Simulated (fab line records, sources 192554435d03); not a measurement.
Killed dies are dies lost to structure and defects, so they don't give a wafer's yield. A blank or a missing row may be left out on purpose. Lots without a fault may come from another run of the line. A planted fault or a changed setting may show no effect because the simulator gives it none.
Which tool did it? | flow n5_finfet | 12 lots, 36 wafers sampled, at 6 steps of a route of 1938

WHAT THE GAUGES READ, wafer by wafer
N5_BEOL_M5_CD_MEAS_11: target cd 27.74 nm.
lot  | measured     | on        | cd_nm (nm)
L075 | day 8 03:12  | cd_sem-01 | 28.03 27.86 28.21
L077 | day 8 15:23  | cd_sem-01 | 27.90 28.25 27.62
L079 | day 9 04:20  | cd_sem-03 | 28.14 28.52 28.06
L081 | day 9 20:01  | cd_sem-03 | 27.93 27.99 28.33
L083 | day 10 05:25 | cd_sem-01 | 27.65 27.85 27.44
L085 | day 11 00:07 | cd_sem-03 | 27.81 27.88 28.08
L087 | day 11 03:59 | cd_sem-03 | 28.17 27.90 27.79
L088 | day 11 23:07 | cd_sem-02 | 28.13 27.80 28.06
L093 | day 12 15:09 | cd_sem-03 | 27.95 28.17 27.88
L092 | day 12 18:43 | cd_sem-03 | 27.79 27.96 28.09
L095 | day 13 02:11 | cd_sem-03 | 27.75 27.75 27.26
L097 | day 14 10:51 | cd_sem-01 | 28.11 28.09 28.19

WHICH TOOL RAN EACH LOT (tool, then ch and the chambers of the sampled wafers, then the start)
lot  | N5_BEOL_M4_ETCHBACK_99             | N5_BEOL_M4_SPUTTER_90        | N5_BEOL_M4_ANNEAL_95         | N5_BEOL_M4_ANNEAL_51             | N5_BEOL_M4_DEP_57
L075 | rie_diel-06 ch 0,1,3, day 7 16:46  | pvd_sputter-03, day 7 19:09  | pvd_sputter-03, day 7 19:40  | rtp_anneal-02 ch 0, day 7 22:53  | pecvd-01 ch 1,2, day 7 23:42
L077 | rie_diel-06 ch 0,1,2, day 8 05:47  | pvd_sputter-03, day 8 08:23  | pvd_sputter-03, day 8 08:55  | rtp_anneal-02 ch 0, day 8 12:17  | pecvd-02 ch 0,2, day 8 13:04
L079 | rie_diel-01 ch 0,3, day 8 17:32    | pvd_sputter-03, day 8 21:56  | pvd_sputter-03, day 8 22:27  | rtp_anneal-02 ch 0, day 9 01:16  | pecvd-04 ch 0,1,2, day 9 02:02
L081 | rie_diel-01 ch 0,1,3, day 9 11:22  | pvd_sputter-01, day 9 13:59  | pvd_sputter-01, day 9 14:30  | rtp_anneal-02 ch 0, day 9 16:35  | pecvd-01 ch 0,2, day 9 17:33
L083 | rie_diel-05 ch 0,2,3, day 9 18:47  | pvd_sputter-03, day 9 21:17  | pvd_sputter-03, day 9 21:49  | rtp_anneal-02 ch 0, day 10 01:59 | pecvd-01 ch 0,1,2, day 10 02:47
L085 | rie_diel-01 ch 0,1, day 10 14:43   | pvd_sputter-02, day 10 17:42 | pvd_sputter-02, day 10 18:13 | rtp_anneal-01 ch 0, day 10 20:02 | pecvd-02 ch 0,1,2, day 10 20:49
L087 | rie_diel-06 ch 1,2, day 10 20:07   | pvd_sputter-01, day 10 23:22 | pvd_sputter-01, day 10 23:53 | rtp_anneal-01 ch 0, day 11 00:14 | pecvd-04 ch 0,1,2, day 11 01:01
L088 | rie_diel-01 ch 1,2,3, day 11 14:29 | pvd_sputter-01, day 11 17:14 | pvd_sputter-01, day 11 17:46 | rtp_anneal-02 ch 0, day 11 19:39 | pecvd-01 ch 0,1,2, day 11 20:28
L093 | rie_diel-01 ch 2,3, day 12 06:53   | pvd_sputter-01, day 12 09:38 | pvd_sputter-01, day 12 10:09 | rtp_anneal-01 ch 0, day 12 10:29 | pecvd-02 ch 0,1, day 12 11:18
L092 | rie_diel-01 ch 0,2, day 12 10:42   | pvd_sputter-03, day 12 14:52 | pvd_sputter-03, day 12 15:23 | rtp_anneal-01 ch 0, day 12 15:44 | pecvd-04 ch 1,2, day 12 16:32
L095 | rie_diel-05 ch 0,2, day 12 17:44   | pvd_sputter-03, day 12 20:07 | pvd_sputter-03, day 12 20:38 | rtp_anneal-02 ch 0, day 12 21:03 | pecvd-01 ch 0,2, day 12 21:47
L097 | rie_diel-06 ch 0,3, day 14 02:16   | pvd_sputter-03, day 14 04:43 | pvd_sputter-03, day 14 05:14 | rtp_anneal-01 ch 0, day 14 05:35 | pecvd-04 ch 0,1, day 14 06:22
- N5_BEOL_M4_ETCHBACK_99: etches SiO2 in CHF3, target depth 5 nm, time 10.4 s.
- N5_BEOL_M4_SPUTTER_90: material Cu, target thk 4.5 nm, time 8.29 s.
- N5_BEOL_M4_ANNEAL_95: time 240 s.
- N5_BEOL_M4_ANNEAL_51: time 90 s.
- N5_BEOL_M4_DEP_57: deposits SiCN from 3MS/NH3, target thk 8 nm, time 14 s.

THE ANSWER, worked out from the rows above alone
Rule: what is usual is taken from the lots themselves. Put in order of their means at a reading, lots are off if they are a third of the lots or fewer, leave a main group of 4 or more, and stand apart from it by a gap of 3 or more times the standard deviation of the main group's means; of several such gaps the widest counts. A main group whose means are all the same, to the digits that the tables above print for the reading, isn't used. A lot without any number at a reading at which 4 lots or more have one is off too. The other lots that the step has rows for count as sound.
No lot is off at any reading shown: from this, nothing can be told.

WHAT THE SIMULATOR HAD PUT IN
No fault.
